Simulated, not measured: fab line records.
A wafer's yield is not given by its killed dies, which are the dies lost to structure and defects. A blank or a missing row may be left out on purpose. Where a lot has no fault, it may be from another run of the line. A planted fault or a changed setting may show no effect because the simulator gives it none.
Split-lot trial ; flow n5_finfet ; route with 1938 steps; 7 lots, 21 wafers read

THE SPLIT
At N5_BEOL_M3_ALD_98 (deposits SiO2, target thk 2.5 nm, pulse time 1 s, co reactant pulse time 1 s), the setting ald_cycles was moved away from the recipe's 17 on 9 of the 21 wafers read, by -11.8% to +11.8%. For the rest of the wafers, this setting stayed at what the recipe calls for.

The reading is taken at the split's own step.

THE READING
SiO2_of_BEOL_M3_ALD_98.thk_nm (the simulator's own value, which no gauge read), in nm, at N5_BEOL_M3_ALD_98 (deposits SiO2, target thk 2.5 nm, pulse time 1 s, co reactant pulse time 1 s). The file gives no usual value for it. Across the 12 wafers here that went through the recipe, the average is 2.5 nm and the standard deviation 0.094 nm.

wafer;tool, chamber at the split;ald_cycles as run;against the recipe;SiO2_of_BEOL_M3_ALD_98.thk_nm, nm;against lot-mates on the recipe
L075.1;ald_sin-02, 1,3;15;-11.8%;2.2;-0.4
L075.6;ald_sin-02, 1,3;15;-11.8%;2.2;-0.4
L075.4;ald_sin-02, 0;17;recipe;2.6;-
L076.1;ald_sin-02, 2;17;recipe;2.6;-
L076.4;ald_sin-02, 3;17;recipe;2.4;-
L076.6;ald_sin-02, 3;16;-5.9%;2.4;-0.1
L078.1;ald_sin-01, 1,0;17;recipe;2.4;-
L078.2;ald_sin-01, 1,0;17;recipe;2.4;-
L078.6;ald_sin-01, 3;18;+5.9%;2.6;+0.2
L085.1;ald_sin-01, 3,2;19;+11.8%;2.8;+0.2
L085.5;ald_sin-01, 3,2;19;+11.8%;2.8;+0.2
L085.4;ald_sin-01, 0;17;recipe;2.6;-
L089.3;ald_sin-02, 1,3;17;recipe;2.4;-
L089.6;ald_sin-02, 1,3;17;recipe;2.4;-
L089.5;ald_sin-02, 0;15;-11.8%;2.2;-0.2
L093.4;ald_sin-02, 3,2,3;17;recipe;2.4;-
L093.5;ald_sin-02, 3,2,3;17;recipe;2.4;-
L093.6;ald_sin-02, 3,2,3;17;recipe;2.4;-
L097.3;ald_sin-02, 2;17;recipe;2.6;-
L097.5;ald_sin-02, 1,0;18;+5.9%;2.6;+0.0
L097.6;ald_sin-02, 1,0;18;+5.9%;2.6;+0.0
The file does not say which wafer passed through which chamber wherever a row lists several chambers: such a row stands for several wafers.

FIT RESULTS
A straight line over all 21 wafers: SiO2_of_BEOL_M3_ALD_98.thk_nm changes by +0.0241 nm for each +1% of ald_cycles; r = +0.90; the points scatter about the line by 0.078 nm.
The same after taking each lot's own level away (the mean of its wafers on the recipe; 21 wafers): +0.022 nm for each +1%; r = +0.90; scatter 0.072 nm.
The reading moves by 0.26 nm for the largest change in ald_cycles, on that fit.
The span of the lots' own levels, 2.40 to 2.60 nm, comes to 2.1 times the standard deviation stated above.
Consequently the slope shifts little with the lot-to-lot level, the two slopes agreeing.
Check: -0.25 nm against its lot-mates is what the line predicts for one of the wafers moved furthest among these (-11.8%) when that wafer is left out of the fit. It came out at -0.4 nm against them.

ADDITIONAL SPLITS CARRIED BY THESE WAFERS
Before the reading, these wafers also passed through other splits. Each is held against what the fit with the lots' levels taken away leaves over:
other split on the same wafers;wafers away from the commonest value;r with SiO2_of_BEOL_M3_ALD_98.thk_nm (lot level and that fit taken away)
N5_BEOL_M2_EXPOSE_08 dose_mj;4;+0.31
N5_BEOL_M2_ETCH_64 time_s;4;-0.19

FILE'S OWN FIT
SiO2_of_BEOL_M3_ALD_98.thk_nm changes by +0.0215 nm for each +1% of ald_cycles, r = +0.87.
